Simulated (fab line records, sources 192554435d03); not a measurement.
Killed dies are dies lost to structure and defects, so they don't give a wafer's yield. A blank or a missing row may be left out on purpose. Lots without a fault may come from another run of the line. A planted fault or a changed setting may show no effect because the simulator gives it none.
Split-lot experiment | flow n5_finfet | 7 lots, 21 wafers read, on a route of 1938 steps

THE SPLIT
At N5_HKMG_FIN_DESCUM_17 (chemistry O2, time 7.9 s), the setting time_s was moved away from the recipe's 7.9 s on 8 of the 21 wafers read, by -12.4% to +20.3%. The other wafers ran this setting at the recipe's value.

The file shows no step between the split and the reading.

THE READING
CAR-ArF_of_HKMG_FIN_COAT_06.thk_nm (the simulator's own value, which no gauge read), in nm, at N5_HKMG_FIN_ETCH_31 (etches SiARC in CF4, target depth 45.5 nm, time 75.8 s). The file gives no usual value for it. The 13 wafers here that ran the recipe average 50.9 nm, standard deviation 0.28 nm.

wafer  | tool, chamber at the split | time_s as run, s | against the recipe | CAR-ArF_of_HKMG_FIN_COAT_06.thk_nm, nm | against lot-mates on the recipe
L078.1 | rie_diel-02, 1             | 6.922            | -12.4%             | 51.4                                   | +0.5
L078.3 | rie_diel-02, 3             | 7.9              | recipe             | 50.8                                   | -
L078.6 | rie_diel-02, 2             | 7.9              | recipe             | 51                                     | -
L083.1 | rie_diel-02, 1             | 7.9              | recipe             | 51.2                                   | -
L083.2 | rie_diel-02, 0,1           | 7.9              | recipe             | 50.8                                   | -
L083.6 | rie_diel-02, 0,1           | 7.9              | recipe             | 50.8                                   | -
L088.4 | rie_diel-05, 0,2           | 7.9              | recipe             | 50.6                                   | -
L088.5 | rie_diel-05, 1             | 9.503            | +20.3%             | 49.8                                   | -0.9
L088.6 | rie_diel-05, 0,2           | 7.9              | recipe             | 50.8                                   | -
L089.1 | rie_diel-05, 3             | 8.995            | +13.9%             | 50                                     | -1.4
L089.3 | rie_diel-05, 2             | 7.9              | recipe             | 51.4                                   | -
L089.5 | rie_diel-05, 1             | 8.995            | +13.9%             | 50.4                                   | -1.0
L093.1 | rie_diel-03, 0             | 7.9              | recipe             | 50.6                                   | -
L093.3 | rie_diel-03, 1             | 7.243            | -8.3%              | 51                                     | +0.5
L093.6 | rie_diel-03, 1             | 7.9              | recipe             | 50.4                                   | -
L094.1 | rie_diel-03, 0             | 6.97             | -11.8%             | 51.6                                   | +0.4
L094.2 | rie_diel-03, 1             | 6.97             | -11.8%             | 51.8                                   | +0.6
L094.5 | rie_diel-03, 0             | 7.9              | recipe             | 51.2                                   | -
L096.1 | rie_diel-03, 2             | 9.454            | +19.7%             | 50.4                                   | -0.7
L096.2 | rie_diel-03, 0             | 7.9              | recipe             | 51.2                                   | -
L096.5 | rie_diel-03, 1             | 7.9              | recipe             | 51                                     | -
Where a row lists several chambers, the file gives one row for several wafers and doesn't say which wafer went through which chamber.

THE FIT
A straight line over all 21 wafers: CAR-ArF_of_HKMG_FIN_COAT_06.thk_nm changes by -0.0463 nm for each +1% of time_s; r = -0.84; the points scatter about the line by 0.28 nm.
The same after taking each lot's own level away (the mean of its wafers on the recipe; 21 wafers): -0.0514 nm for each +1%; r = -0.91; scatter 0.22 nm.
On that fit, the largest move of time_s shifts the reading by 1 nm.
The lots' own levels span 50.50 to 51.40 nm, that is 3.2 times the standard deviation above.
So the lot-to-lot level changes the slope: the two fits differ.
Check: with one of the wafers moved furthest among these (+20.3%) left out of the fit, the line predicts -1.15 nm for it against its lot-mates. It came out at -0.9 nm against them.

OTHER SPLITS ON THESE WAFERS
These wafers also went through other splits before the reading. Each is held against what the fit with the lots' levels taken away leaves over:
other split on the same wafers        | wafers away from the commonest value | r with CAR-ArF_of_HKMG_FIN_COAT_06.thk_nm (lot level and that fit taken away)
N5_SD_EPI_N_DEVELOP_08 develop_time_s | 6                                    | +0.19
N5_HKMG_FIN_PEB_47 peb_time_s         | 9                                    | +0.33
N5_HKMG_FIN_ETCH_55 bias_w            | 5                                    | -0.03
N5_HKMG_FIN_PEB_10 peb_time_s         | 7                                    | -0.56

THE WHOLE CHAIN: every reading that the file lists as answering this split, in the file's order
step                  | what it does                                           | reading                                                                             | change (the file's fit)               | r (the file's)
N5_HKMG_FIN_DESCUM_17 | chemistry O2, time 7.9 s                               | CAR-ArF_of_HKMG_FIN_COAT_06.thk_nm (the simulator's own value, which no gauge read) | -0.045 nm for each +1% of the setting | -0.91
N5_HKMG_FIN_ETCH_31   | etches SiARC in CF4, target depth 45.5 nm, time 75.8 s | CAR-ArF_of_HKMG_FIN_COAT_06.thk_nm (the simulator's own value, which no gauge read) | -0.048 nm for each +1% of the setting | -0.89

THE FILE'S OWN FIT
CAR-ArF_of_HKMG_FIN_COAT_06.thk_nm changes by -0.048 nm for each +1% of time_s, r = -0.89.
